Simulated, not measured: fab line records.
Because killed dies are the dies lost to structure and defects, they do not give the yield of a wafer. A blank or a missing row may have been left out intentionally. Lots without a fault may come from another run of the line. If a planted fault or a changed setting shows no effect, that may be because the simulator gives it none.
Which tool is to blame? :: flow n5Finfet :: Sampling: 9 lots, 27 wafers, 6 of 1938 route steps

## WHAT THE GAUGES READ, wafer by wafer
N5_BEOL_M4_RC_MEAS_101. Usual: DIBL_N 36.9 mV/V, standard deviation 1.6; DIBL_P 37.1 mV/V, standard deviation 2; IOFF_N 0.17 nA/um, standard deviation 0.032; IOFF_P 0.22 nA/um, standard deviation 0.036; ION_N 674 uA/um, standard deviation 12; ION_P 463 uA/um, standard deviation 7.8; SS_N 71.7 mV/dec, standard deviation 0.63; SS_P 73.5 mV/dec, standard deviation 0.62; VT_N 249 mV, standard deviation 3.3; VT_P -250 mV, standard deviation 3.5.
lot: L571
measured: day 8 17:02
on: prober-01
DIBL_N (mV/V): 37.0 37.6 38.1
DIBL_P (mV/V): 37.2 38.0 38.1
IOFF_N (nA/um): 0.15 0.16 0.16
IOFF_P (nA/um): 0.19 0.21 0.20
ION_N (uA/um): 652 668 663
ION_P (uA/um): 448 462 453
SS_N (mV/dec): 70.9 71.8 71.5
SS_P (mV/dec): 74.1 74.3 73.8
VT_N (mV): 251 252 252
VT_P (mV): -257 -253 -253
flag: 

lot: L572
measured: day 9 03:10
on: prober-01
DIBL_N (mV/V): 38.6 36.9 35.1
DIBL_P (mV/V): 39.4 39.0 35.2
IOFF_N (nA/um): 0.20 0.18 0.14
IOFF_P (nA/um): 0.29 0.29 0.21
ION_N (uA/um): 679 689 664
ION_P (uA/um): 469 474 464
SS_N (mV/dec): 71.8 72.1 71.2
SS_P (mV/dec): 74.3 73.9 73.3
VT_N (mV): 247 249 252
VT_P (mV): -246 -246 -248
flag: 

lot: L573
measured: day 9 14:09
on: prober-01
DIBL_N (mV/V): 34.7 38.3 35.0
DIBL_P (mV/V): 36.2 39.0 35.9
IOFF_N (nA/um): 0.13 0.18 0.14
IOFF_P (nA/um): 0.19 0.22 0.18
ION_N (uA/um): 656 672 665
ION_P (uA/um): 462 457 463
SS_N (mV/dec): 70.8 72.0 70.9
SS_P (mV/dec): 73.8 74.0 73.2
VT_N (mV): 253 249 251
VT_P (mV): -251 -251 -252
flag: 

lot: L578
measured: day 10 13:26
on: prober-02
DIBL_N (mV/V): 35.0 35.6 38.5
DIBL_P (mV/V): 35.4 38.5 39.7
IOFF_N (nA/um): 0.15 0.16 0.21
IOFF_P (nA/um): 0.18 0.23 0.26
ION_N (uA/um): 660 687 678
ION_P (uA/um): 451 467 465
SS_N (mV/dec): 71.0 70.9 71.1
SS_P (mV/dec): 73.3 73.9 74.3
VT_N (mV): 252 250 249
VT_P (mV): -253 -251 -250
flag: 

lot: L579
measured: day 10 22:04
on: prober-01
DIBL_N (mV/V): 40.8 38.9 39.1
DIBL_P (mV/V): 38.5 37.9 39.2
IOFF_N (nA/um): 0.25 0.20 0.22
IOFF_P (nA/um): 0.22 0.21 0.23
ION_N (uA/um): 689 679 700
ION_P (uA/um): 457 457 467
SS_N (mV/dec): 72.4 71.8 71.7
SS_P (mV/dec): 73.9 74.1 74.0
VT_N (mV): 242 245 244
VT_P (mV): -253 -253 -252
flag: 

lot: L582
measured: day 11 01:46
on: prober-01
DIBL_N (mV/V): 37.2 36.7 38.8
DIBL_P (mV/V): 38.2 37.3 38.7
IOFF_N (nA/um): 0.17 0.16 0.20
IOFF_P (nA/um): 0.24 0.22 0.25
ION_N (uA/um): 681 685 680
ION_P (uA/um): 473 474 455
SS_N (mV/dec): 71.6 71.9 72.4
SS_P (mV/dec): 73.7 72.7 73.4
VT_N (mV): 248 249 246
VT_P (mV): -249 -252 -249
flag: 

lot: L589
measured: day 13 10:24
on: prober-02
DIBL_N (mV/V): 38.9 36.9 35.1
DIBL_P (mV/V): 36.3 34.8 33.3
IOFF_N (nA/um): 0.19 0.15 0.13
IOFF_P (nA/um): 0.25 0.23 0.20
ION_N (uA/um): 672 674 666
ION_P (uA/um): 465 463 462
SS_N (mV/dec): 73.1 71.7 71.1
SS_P (mV/dec): 74.1 74.1 73.0
VT_N (mV): 250 251 253
VT_P (mV): -247 -249 -250
flag: 

lot: L590
measured: day 13 12:01
on: prober-01
DIBL_N (mV/V): 36.6 37.0 37.5
DIBL_P (mV/V): 38.6 40.2 40.7
IOFF_N (nA/um): 0.18 0.19 0.20
IOFF_P (nA/um): 0.22 0.25 0.27
ION_N (uA/um): 679 675 683
ION_P (uA/um): 459 459 468
SS_N (mV/dec): 72.4 72.4 72.8
SS_P (mV/dec): 73.8 74.0 74.1
VT_N (mV): 250 248 246
VT_P (mV): -249 -252 -247
flag: 

lot: L591
measured: day 13 14:08
on: prober-01
DIBL_N (mV/V): 36.7 35.1 38.2
DIBL_P (mV/V): 34.9 32.2 36.6
IOFF_N (nA/um): 0.18 0.14 0.19
IOFF_P (nA/um): 0.25 0.20 0.27
ION_N (uA/um): 682 667 673
ION_P (uA/um): 472 464 466
SS_N (mV/dec): 71.2 71.7 72.0
SS_P (mV/dec): 73.7 72.9 73.8
VT_N (mV): 246 253 248
VT_P (mV): -246 -249 -245
flag: 

## WHICH TOOL RAN EACH LOT (tool, then ch and the chambers of the sampled wafers, then the start)
lot: L571
N5_BEOL_M3_PECVD_72: pecvd-04 ch 0,1,2, day 7 06:49
N5_BEOL_M3_SPUTTER_88: pvdSputter-01, day 7 23:11
N5_BEOL_M3_ANNEAL_95: pvdSputter-01, day 7 23:55
N5_BEOL_M3_CMP_52: cmp-02 ch 2,3, day 8 00:39
N5_BEOL_M3_CO_CAP_55: cvdCo-01 ch 1,2, day 8 01:08

lot: L572
N5_BEOL_M3_PECVD_72: pecvd-01 ch 1,2, day 7 18:26
N5_BEOL_M3_SPUTTER_88: pvdSputter-01, day 8 02:20
N5_BEOL_M3_ANNEAL_95: pvdSputter-01, day 8 03:05
N5_BEOL_M3_CMP_52: cmp-02 ch 0,1,2, day 8 03:43
N5_BEOL_M3_CO_CAP_55: cvdCo-02 ch 1,2, day 8 04:05

lot: L573
N5_BEOL_M3_PECVD_72: pecvd-04 ch 0,2, day 8 11:34
N5_BEOL_M3_SPUTTER_88: pvdSputter-01, day 8 20:26
N5_BEOL_M3_ANNEAL_95: pvdSputter-01, day 8 21:10
N5_BEOL_M3_CMP_52: cmp-02 ch 1,2,3, day 8 21:53
N5_BEOL_M3_CO_CAP_55: cvdCo-01 ch 0,1,2, day 8 22:11

lot: L578
N5_BEOL_M3_PECVD_72: pecvd-01 ch 0,1,2, day 9 10:28
N5_BEOL_M3_SPUTTER_88: pvdSputter-01, day 9 20:59
N5_BEOL_M3_ANNEAL_95: pvdSputter-01, day 9 21:43
N5_BEOL_M3_CMP_52: cmp-01 ch 1,2,3, day 9 22:25
N5_BEOL_M3_CO_CAP_55: cvdCo-01 ch 0,1, day 9 22:44

lot: L579
N5_BEOL_M3_PECVD_72: pecvd-01 ch 0,1, day 9 15:54
N5_BEOL_M3_SPUTTER_88: pvdSputter-01, day 10 07:30
N5_BEOL_M3_ANNEAL_95: pvdSputter-01, day 10 08:14
N5_BEOL_M3_CMP_52: cmp-02 ch 2,3, day 10 08:52
N5_BEOL_M3_CO_CAP_55: cvdCo-02 ch 0,2, day 10 09:15

lot: L582
N5_BEOL_M3_PECVD_72: pecvd-01 ch 0,1,2, day 10 04:51
N5_BEOL_M3_SPUTTER_88: pvdSputter-01, day 10 13:57
N5_BEOL_M3_ANNEAL_95: pvdSputter-01, day 10 14:41
N5_BEOL_M3_CMP_52: cmp-01 ch 0,3, day 10 15:22
N5_BEOL_M3_CO_CAP_55: cvdCo-02 ch 0,1, day 10 15:41

lot: L589
N5_BEOL_M3_PECVD_72: pecvd-02 ch 0,2, day 12 10:55
N5_BEOL_M3_SPUTTER_88: pvdSputter-02, day 12 17:26
N5_BEOL_M3_ANNEAL_95: pvdSputter-02, day 12 18:10
N5_BEOL_M3_CMP_52: cmp-04 ch 0,1, day 12 19:11
N5_BEOL_M3_CO_CAP_55: cvdCo-01 ch 0,1,2, day 12 19:34

lot: L590
N5_BEOL_M3_PECVD_72: pecvd-04 ch 0,1,2, day 12 11:37
N5_BEOL_M3_SPUTTER_88: pvdSputter-01, day 12 19:16
N5_BEOL_M3_ANNEAL_95: pvdSputter-01, day 12 20:00
N5_BEOL_M3_CMP_52: cmp-04 ch 1,2,3, day 12 21:57
N5_BEOL_M3_CO_CAP_55: cvdCo-01 ch 0,1,2, day 12 22:19

lot: L591
N5_BEOL_M3_PECVD_72: pecvd-02 ch 0,2, day 12 12:46
N5_BEOL_M3_SPUTTER_88: pvdSputter-02, day 13 05:20
N5_BEOL_M3_ANNEAL_95: pvdSputter-02, day 13 06:05
N5_BEOL_M3_CMP_52: cmp-04 ch 0,1,2, day 13 06:43
N5_BEOL_M3_CO_CAP_55: cvdCo-01 ch 1,2, day 13 07:05
- N5_BEOL_M3_PECVD_72: deposits SiO2 from TEOS/O2, target thk 16 nm, time 18 s.
- N5_BEOL_M3_SPUTTER_88: material Cu, target thk 4.5 nm, time 8.29 s.
- N5_BEOL_M3_ANNEAL_95: time 240 s.
- N5_BEOL_M3_CMP_52: polishes, stops on SiOC, t overpolish 6.8 s, target thk 40 nm.
- N5_BEOL_M3_CO_CAP_55: material Co, precursor CCTBA/H2, target thk 2 nm, time 102.1 s.

## WHAT THE TOOLS THEMSELVES READ (means of the sampled wafers that have a number; where no wafer has one, the mark that the record gives instead)
N5_BEOL_M3_PECVD_72. Usual: heaterPowerOuterW 433 W, standard deviation 66; heaterPowerW 728 W, standard deviation 100; showerheadPlenumPTorr 8.81 Torr, standard deviation 0.034; throttleValvePct 22.1 %, standard deviation 1.3.
lot: L571
tool: pecvd-04
heaterPowerOuterW (W): 448
heaterPowerW (W): 755
showerheadPlenumPTorr (Torr): 8.82
throttleValvePct (%): 22.4
flag: 

lot: L572
tool: pecvd-01
heaterPowerOuterW (W): 437
heaterPowerW (W): 726
showerheadPlenumPTorr (Torr): 8.75
throttleValvePct (%): 20.4
flag: 

lot: L573
tool: pecvd-04
heaterPowerOuterW (W): 371
heaterPowerW (W): 648
showerheadPlenumPTorr (Torr): 8.83
throttleValvePct (%): 22.0
flag: 

lot: L578
tool: pecvd-01
heaterPowerOuterW (W): 413
heaterPowerW (W): 689
showerheadPlenumPTorr (Torr): 8.80
throttleValvePct (%): 21.5
flag: 

lot: L579
tool: pecvd-01
heaterPowerOuterW (W): 436
heaterPowerW (W): 695
showerheadPlenumPTorr (Torr): 8.82
throttleValvePct (%): 21.4
flag: 

lot: L582
tool: pecvd-01
heaterPowerOuterW (W): 430
heaterPowerW (W): 699
showerheadPlenumPTorr (Torr): 8.80
throttleValvePct (%): 21.7
flag: 

lot: L589
tool: pecvd-02
heaterPowerOuterW (W): 503
heaterPowerW (W): 823
showerheadPlenumPTorr (Torr): 8.80
throttleValvePct (%): 23.9
flag: 

lot: L590
tool: pecvd-04
heaterPowerOuterW (W): 434
heaterPowerW (W): 746
showerheadPlenumPTorr (Torr): 8.84
throttleValvePct (%): 22.5
flag: 

lot: L591
tool: pecvd-02
heaterPowerOuterW (W): 503
heaterPowerW (W): 851
showerheadPlenumPTorr (Torr): 8.80
throttleValvePct (%): 23.9
flag: 

N5_BEOL_M3_SPUTTER_88. Usual: substrateTempC -20.00 C, standard deviation 0.11; throttleValvePct 29.8 %, standard deviation 1.4.
lot: L571
tool: pvdSputter-01
substrateTempC (C): -19.96
throttleValvePct (%): 29.1
flag: 

lot: L572
tool: pvdSputter-01
substrateTempC (C): -19.91
throttleValvePct (%): 30.7
flag: 

lot: L573
tool: pvdSputter-01
substrateTempC (C): -19.90
throttleValvePct (%): 28.5
flag: 

lot: L578
tool: pvdSputter-01
substrateTempC (C): -19.96
throttleValvePct (%): 29.2
flag: 

lot: L579
tool: pvdSputter-01
substrateTempC (C): -20.05
throttleValvePct (%): 29.3
flag: 

lot: L582
tool: pvdSputter-01
substrateTempC (C): -19.98
throttleValvePct (%): 29.2
flag: 

lot: L589
tool: pvdSputter-02
substrateTempC (C): -19.99
throttleValvePct (%): 29.8
flag: 

lot: L590
tool: pvdSputter-01
substrateTempC (C): -19.94
throttleValvePct (%): 29.6
flag: 

lot: L591
tool: pvdSputter-02
substrateTempC (C): -19.97
throttleValvePct (%): 29.8
flag: 

N5_BEOL_M3_ANNEAL_95. Usual: 848 W for heaterPowerW, sd 99.
lot: L571
tool: pvdSputter-01
heaterPowerW (W): 852
flag: 

lot: L572
tool: pvdSputter-01
heaterPowerW (W): 797
flag: 

lot: L573
tool: pvdSputter-01
heaterPowerW (W): 927
flag: 

lot: L578
tool: pvdSputter-01
heaterPowerW (W): 851
flag: 

lot: L579
tool: pvdSputter-01
heaterPowerW (W): 844
flag: 

lot: L582
tool: pvdSputter-01
heaterPowerW (W): 847
flag: 

lot: L589
tool: pvdSputter-02
heaterPowerW (W): 941
flag: 

lot: L590
tool: pvdSputter-01
heaterPowerW (W): 899
flag: 

lot: L591
tool: pvdSputter-02
heaterPowerW (W): 854
flag: 

N5_BEOL_M3_CMP_52. Usual: barrierFieldEndpointS 25.0 s, standard deviation 0.6; clearingPlatenRpm 50.003 rpm, standard deviation 0.025; motorCurrentA 6.1 A, standard deviation 0.54; padLifeWafers 1406, standard deviation 350.
lot: L571
tool: cmp-02
barrierFieldEndpointS (s): 25.1
clearingPlatenRpm (rpm): 50.006
motorCurrentA (A): 5.8
padLifeWafers: 961
flag: 

lot: L572
tool: cmp-02
barrierFieldEndpointS (s): 25.2
clearingPlatenRpm (rpm): 50.010
motorCurrentA (A): 6.4
padLifeWafers: 985
flag: 

lot: L573
tool: cmp-02
barrierFieldEndpointS (s): 25.5
clearingPlatenRpm (rpm): 50.005
motorCurrentA (A): 6.0
padLifeWafers: 1106
flag: 

lot: L578
tool: cmp-01
barrierFieldEndpointS (s): 25.1
clearingPlatenRpm (rpm): 49.988
motorCurrentA (A): 6.4
padLifeWafers: 1670
flag: 

lot: L579
tool: cmp-02
barrierFieldEndpointS (s): 25.1
clearingPlatenRpm (rpm): 49.963
motorCurrentA (A): 5.9
padLifeWafers: 1434
flag: 

lot: L582
tool: cmp-01
barrierFieldEndpointS (s): 27.1
clearingPlatenRpm (rpm): 49.993
motorCurrentA (A): 6.1
padLifeWafers: 1783
flag: OFF

lot: L589
tool: cmp-04
barrierFieldEndpointS (s): 26.6
clearingPlatenRpm (rpm): 49.998
motorCurrentA (A): 5.6
padLifeWafers: 1446
flag: 

lot: L590
tool: cmp-04
barrierFieldEndpointS (s): 25.9
clearingPlatenRpm (rpm): 49.984
motorCurrentA (A): 6.4
padLifeWafers: 1483
flag: 

lot: L591
tool: cmp-04
barrierFieldEndpointS (s): 25.7
clearingPlatenRpm (rpm): 49.999
motorCurrentA (A): 6.1
padLifeWafers: 1537
flag: 

N5_BEOL_M3_CO_CAP_55. Usual: heaterPowerOuterW 139 W, standard deviation 20; heaterPowerW 260 W, standard deviation 30.
lot: L571
tool: cvdCo-01
heaterPowerOuterW (W): 147
heaterPowerW (W): 270
flag: 

lot: L572
tool: cvdCo-02
heaterPowerOuterW (W): 134
heaterPowerW (W): 260
flag: 

lot: L573
tool: cvdCo-01
heaterPowerOuterW (W): 135
heaterPowerW (W): 250
flag: 

lot: L578
tool: cvdCo-01
heaterPowerOuterW (W): 120
heaterPowerW (W): 227
flag: 

lot: L579
tool: cvdCo-02
heaterPowerOuterW (W): 152
heaterPowerW (W): 278
flag: 

lot: L582
tool: cvdCo-02
heaterPowerOuterW (W): 158
heaterPowerW (W): 286
flag: 

lot: L589
tool: cvdCo-01
heaterPowerOuterW (W): 134
heaterPowerW (W): 247
flag: 

lot: L590
tool: cvdCo-01
heaterPowerOuterW (W): 132
heaterPowerW (W): 248
flag: 

lot: L591
tool: cvdCo-01
heaterPowerOuterW (W): 145
heaterPowerW (W): 271
flag: 

## THE ANSWER, worked out from the rows above alone
Rule: a lot is off if the mean of its wafers that have a number lies more than 3 standard deviations from the usual mean. A lot without any number at a reading at which 4 lots or more have one is off too. Any other lot the step has rows for is counted as sound. After the gauges, taken in route order, come the tools' own readings; for these a lot's mean is taken, as printed above. The first step at which some lot is off is used, and at that step the reading that is off furthest; a lot without a number counts as furthest.
Off at N5_BEOL_M3_CMP_52 (barrierFieldEndpointS): L582.
If a tool, at that step or one of the process steps before it, ran each lot that is off and ran no sound lot following the first of them, it fits. Undecided on this evidence; 2 tools fit (pecvd-01 at N5_BEOL_M3_PECVD_72, cmp-01 at N5_BEOL_M3_CMP_52).

## WHAT WAS PUT IN BY THE SIMULATOR
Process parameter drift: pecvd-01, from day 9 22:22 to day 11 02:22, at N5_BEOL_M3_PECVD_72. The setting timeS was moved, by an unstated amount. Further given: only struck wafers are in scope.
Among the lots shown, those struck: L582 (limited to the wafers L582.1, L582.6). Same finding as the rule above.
